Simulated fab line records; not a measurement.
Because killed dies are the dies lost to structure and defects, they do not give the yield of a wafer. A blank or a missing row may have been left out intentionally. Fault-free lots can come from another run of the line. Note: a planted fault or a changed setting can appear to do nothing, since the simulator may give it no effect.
Lot-split experiment || flow n5 finfet || 7 lots, 21 wafers read, on a route of 1938 steps

== SPLIT DETAILS ==
At N5_SD_EPI_P_EPI_21 (deposits SiGe:B, time 355 s), the setting temp c was moved away from the recipe's 550 C on 6 of the 21 wafers read, by -0.5% to +0.5%. All remaining wafers had this setting at the recipe value.

== FROM THE SPLIT TO THE READING: what the file shows between them, 4 steps ==
- N5_SD_EPI_P_HM_STRIP_48: strips SiNx in H3PO4, material SiNx, target depth 3 nm
- N5_SD_EPI_P_SRD_49: time 30 s
- N5_SD_EPI_P_PRECLEAN_24: cleans in O3/DIW, time 45 s
- N5_SD_ACTIVATION_LSA_01: time 0.0008 s (also split here: temp c)

== THE READING ==
At N5_SD_ACTIVATION_RS_MEAS_03, a four-point-probe measurement gives RS_SD_P in ohm/sq. On this fab line, fault-free wafers typically give 55.7 ohm/sq with a standard deviation of 0.83 ohm/sq.

{"wafer": "L075.2", "tool, chamber at the split": "epi rpcvd-04, 0", "temp c as run, C": 550, "against the recipe": "recipe", "RS_SD_P, ohm/sq": 55.8, "against lot-mates on the recipe": "-"}
{"wafer": "L075.5", "tool, chamber at the split": "epi rpcvd-04, 0", "temp c as run, C": 552.5, "against the recipe": "+0.5%", "RS_SD_P, ohm/sq": 52.6, "against lot-mates on the recipe": -2.5}
{"wafer": "L075.6", "tool, chamber at the split": "epi rpcvd-04, 0", "temp c as run, C": 550, "against the recipe": "recipe", "RS_SD_P, ohm/sq": 54.4, "against lot-mates on the recipe": "-"}
{"wafer": "L076.2", "tool, chamber at the split": "epi rpcvd-01, 0", "temp c as run, C": 550, "against the recipe": "recipe", "RS_SD_P, ohm/sq": 56.5, "against lot-mates on the recipe": "-"}
{"wafer": "L076.4", "tool, chamber at the split": "epi rpcvd-01, 0", "temp c as run, C": 549, "against the recipe": "-0.2%", "RS_SD_P, ohm/sq": 58.4, "against lot-mates on the recipe": "+1.9"}
{"wafer": "L076.6", "tool, chamber at the split": "epi rpcvd-01, 0", "temp c as run, C": 549, "against the recipe": "-0.2%", "RS_SD_P, ohm/sq": 58.8, "against lot-mates on the recipe": "+2.3"}
{"wafer": "L084.3", "tool, chamber at the split": "epi rpcvd-03, 0", "temp c as run, C": 550, "against the recipe": "recipe", "RS_SD_P, ohm/sq": 56.3, "against lot-mates on the recipe": "-"}
{"wafer": "L084.4", "tool, chamber at the split": "epi rpcvd-03, 0", "temp c as run, C": 550, "against the recipe": "recipe", "RS_SD_P, ohm/sq": 55.0, "against lot-mates on the recipe": "-"}
{"wafer": "L084.5", "tool, chamber at the split": "epi rpcvd-03, 0", "temp c as run, C": 550, "against the recipe": "recipe", "RS_SD_P, ohm/sq": 56.5, "against lot-mates on the recipe": "-"}
{"wafer": "L088.3", "tool, chamber at the split": "epi rpcvd-04, 0", "temp c as run, C": 548.4, "against the recipe": "-0.3%", "RS_SD_P, ohm/sq": 57.6, "against lot-mates on the recipe": "+2.4"}
{"wafer": "L088.4", "tool, chamber at the split": "epi rpcvd-04, 0", "temp c as run, C": 550, "against the recipe": "recipe", "RS_SD_P, ohm/sq": 55.2, "against lot-mates on the recipe": "-"}
{"wafer": "L088.5", "tool, chamber at the split": "epi rpcvd-04, 0", "temp c as run, C": 548.4, "against the recipe": "-0.3%", "RS_SD_P, ohm/sq": 57.8, "against lot-mates on the recipe": "+2.6"}
{"wafer": "L091.3", "tool, chamber at the split": "epi rpcvd-03, 0", "temp c as run, C": 550, "against the recipe": "recipe", "RS_SD_P, ohm/sq": 54.3, "against lot-mates on the recipe": "-"}
{"wafer": "L091.5", "tool, chamber at the split": "epi rpcvd-03, 0", "temp c as run, C": 550, "against the recipe": "recipe", "RS_SD_P, ohm/sq": 54.8, "against lot-mates on the recipe": "-"}
{"wafer": "L091.6", "tool, chamber at the split": "epi rpcvd-03, 0", "temp c as run, C": 550, "against the recipe": "recipe", "RS_SD_P, ohm/sq": 54.8, "against lot-mates on the recipe": "-"}
{"wafer": "L093.2", "tool, chamber at the split": "epi rpcvd-03, 0", "temp c as run, C": 547.5, "against the recipe": "-0.5%", "RS_SD_P, ohm/sq": 60.4, "against lot-mates on the recipe": "+4.2"}
{"wafer": "L093.3", "tool, chamber at the split": "epi rpcvd-03, 0", "temp c as run, C": 550, "against the recipe": "recipe", "RS_SD_P, ohm/sq": 56.7, "against lot-mates on the recipe": "-"}
{"wafer": "L093.4", "tool, chamber at the split": "epi rpcvd-03, 0", "temp c as run, C": 550, "against the recipe": "recipe", "RS_SD_P, ohm/sq": 55.6, "against lot-mates on the recipe": "-"}
{"wafer": "L095.2", "tool, chamber at the split": "epi rpcvd-04, 0", "temp c as run, C": 550, "against the recipe": "recipe", "RS_SD_P, ohm/sq": 56.2, "against lot-mates on the recipe": "-"}
{"wafer": "L095.3", "tool, chamber at the split": "epi rpcvd-04, 0", "temp c as run, C": 550, "against the recipe": "recipe", "RS_SD_P, ohm/sq": 56.8, "against lot-mates on the recipe": "-"}
{"wafer": "L095.5", "tool, chamber at the split": "epi rpcvd-04, 0", "temp c as run, C": 550, "against the recipe": "recipe", "RS_SD_P, ohm/sq": 56.6, "against lot-mates on the recipe": "-"}

FIT RESULTS
A straight line over all 21 wafers: RS_SD_P changes by -8.66 ohm/sq for each +1% of temp c; r = -0.86; the points scatter about the line by 0.91 ohm/sq.
The same after taking each lot's own level away (the mean of its wafers on the recipe; 21 wafers): -7.91 ohm/sq for each +1%; r = -0.94; scatter 0.53 ohm/sq.
Per that fit: largest temp c move, reading shift of 3.6 ohm/sq.
The lots' own levels span 54.63 to 56.53 ohm/sq, that is 2.3 times the standard deviation above.
The two slopes agree, so the slope changes little with the lot-to-lot level.
Check: -4.22 ohm/sq against its lot-mates is what the line predicts for one of the wafers moved furthest among these (+0.5%) when that wafer is left out of the fit. Against them it came out at -2.5 ohm/sq.

== THESE WAFERS: OTHER SPLITS ==
Before the reading, these wafers also passed through other splits. Each is held against what the fit with the lots' levels taken away leaves over:
{"other split on the same wafers": "N5_DUMMY_GATE_EXPOSE_12 dose mj", "wafers away from the commonest value": 9, "r with RS_SD_P (lot level and that fit taken away)": -0.02}
{"other split on the same wafers": "N5_SD_EPI_N_ETCH_45 target depth a", "wafers away from the commonest value": 4, "r with RS_SD_P (lot level and that fit taken away)": -0.20}
{"other split on the same wafers": "N5_SD_EPI_N_EPI_21 epi growth time s", "wafers away from the commonest value": 9, "r with RS_SD_P (lot level and that fit taken away)": -0.30}
{"other split on the same wafers": "N5_SD_ACTIVATION_LSA_01 temp c", "wafers away from the commonest value": 7, "r with RS_SD_P (lot level and that fit taken away)": -0.30}

== THE WHOLE CHAIN: every reading that the file lists as answering this split, in the file's order ==
{"step": "N5_SD_EPI_P_EPI_21", "what it does": "deposits SiGe:B, time 355 s", "reading": "SiGe-B_of_SD_EPI_P_EPI_21.thk nm (the simulator's own value, which no gauge read)", "change (the file's fit)": "+7.4 nm for each +1% of the setting", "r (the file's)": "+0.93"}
{"step": "N5_SD_EPI_P_HM_STRIP_48", "what it does": "strips SiNx in H3PO4, material SiNx, target depth 3 nm", "reading": "SiGe-B_of_SD_EPI_P_EPI_21.thk nm (the simulator's own value, which no gauge read)", "change (the file's fit)": "+7.2 nm for each +1% of the setting", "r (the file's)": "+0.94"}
{"step": "N5_SD_EPI_P_PRECLEAN_24", "what it does": "cleans in O3/DIW, time 45 s", "reading": "SiGe-B_of_SD_EPI_P_EPI_21.thk nm (the simulator's own value, which no gauge read)", "change (the file's fit)": "+7.46 nm for each +1% of the setting", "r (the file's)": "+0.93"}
{"step": "N5_SD_ACTIVATION_RS_MEAS_03", "what it does": "measures by four-point-probe", "reading": "RS_SD_P", "change (the file's fit)": "-7.86 for each +1% of the setting", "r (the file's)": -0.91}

== FILE'S OWN FIT ==
RS_SD_P changes by -7.86 ohm/sq for each +1% of temp c, r = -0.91.
